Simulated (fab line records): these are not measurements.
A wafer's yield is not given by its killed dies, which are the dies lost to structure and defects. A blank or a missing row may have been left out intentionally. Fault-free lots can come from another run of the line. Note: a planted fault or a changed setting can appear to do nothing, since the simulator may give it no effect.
Matching of chambers ; flow nand_harc ; NHARC_A_WL_FILL_ALD_00 on ald_hk-01: 4 sister chambers
The step deposits Al2O3, target thk 3 nm, pulse time 3 s, ald cycles 30. 4 wafers are shown with their chamber, then 9 later ones without.

== WAFERS, EACH WITH ITS CHAMBER ==
wafer;chamber;heater_power_w (W)
L082.3;3;424
L085.5;0;501
L090.2;2;430
L090.6;1;416

== WAFERS WITHOUT THEIR CHAMBER ==
wafer;heater_power_w (W)
L094.1;413
L094.3;411
L094.6;417
L096.1;420
L096.3;404
L096.4;490
L097.2;421
L097.4;490
L097.5;416

== THE CHAMBER EACH PASSED THROUGH ==
wafer;from the rows above;in truth
L094.1;can't be placed: 1 or 3 or 2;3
L094.3;can't be placed: 1 or 3 or 2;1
L094.6;can't be placed: 1 or 3 or 2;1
L096.1;can't be placed: 1 or 3 or 2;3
L096.3;can't be placed: 1 or 3 or 2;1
L096.4;0;0
L097.2;can't be placed: 3 or 1 or 2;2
L097.4;0;0
L097.5;can't be placed: 1 or 3 or 2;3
Correct placement for 2 of the 9. Not placeable from these rows: 7 (in 7, the candidates include the true chamber). Placed wrongly: 0.
How it was worked out, from the rows above alone: a wafer's distance from a chamber is the root of the sum, over the readings, of the square of ((its reading less the chamber's mean) divided by the reading's scatter). The wafer belongs to the nearest chamber; if the next one is less than 2 further off, it can't be placed. The mean given for a chamber averages the wafers shown for that chamber. The scatter: root of mean squared gap, hidden wafer to nearest shown wafer, with one shown wafer a chamber.
